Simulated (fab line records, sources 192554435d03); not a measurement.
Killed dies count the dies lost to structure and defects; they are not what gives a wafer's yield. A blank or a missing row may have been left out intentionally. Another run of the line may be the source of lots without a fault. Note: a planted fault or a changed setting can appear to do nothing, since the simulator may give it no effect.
Chamber matching | flow n5 finfet | 4 sister chambers for N5_HKMG_FIN_ETCH_35 on rie diel-02
The step etches SOC in N2/H2, target depth 215.8 nm, time 243.4 s. 4 wafers are shown with their chamber, then 8 later ones without.

WAFERS, EACH WITH ITS CHAMBER
wafer  | chamber | drypump motor current A (A)
L081.6 | 2       | 5.6
L088.2 | 0       | 6.1
L088.3 | 1       | 5.9
L092.2 | 3       | 6.6

WAFERS WHOSE CHAMBER IS MISSING
wafer  | drypump motor current A (A)
L092.4 | 5.9
L092.6 | 5.6
L094.1 | 5.6
L094.2 | 6.2
L094.3 | 5.9
L096.2 | 6.1
L096.3 | 5.9
L096.5 | 5.9

EACH ONE'S CHAMBER
wafer  | from the rows above | in truth
L092.4 | 1                   | 1
L092.6 | 2                   | 2
L094.1 | 2                   | 2
L094.2 | 0                   | 0
L094.3 | 1                   | 1
L096.2 | 0                   | 0
L096.3 | 1                   | 1
L096.5 | 1                   | 1
Placed correctly: 8 of 8. Left unplaced by these rows: 0. Wrongly placed: 0.
How it was worked out, from the rows above alone: a wafer's distance from a chamber is the root of the sum, over the readings, of the square of ((its reading less the chamber's mean) divided by the reading's scatter). The wafer belongs to the nearest chamber; if the next one is less than 2 further off, it can't be placed. Each chamber's mean is taken over the wafers shown for it. The scatter: root of mean squared gap, hidden wafer to nearest shown wafer, with one shown wafer a chamber.
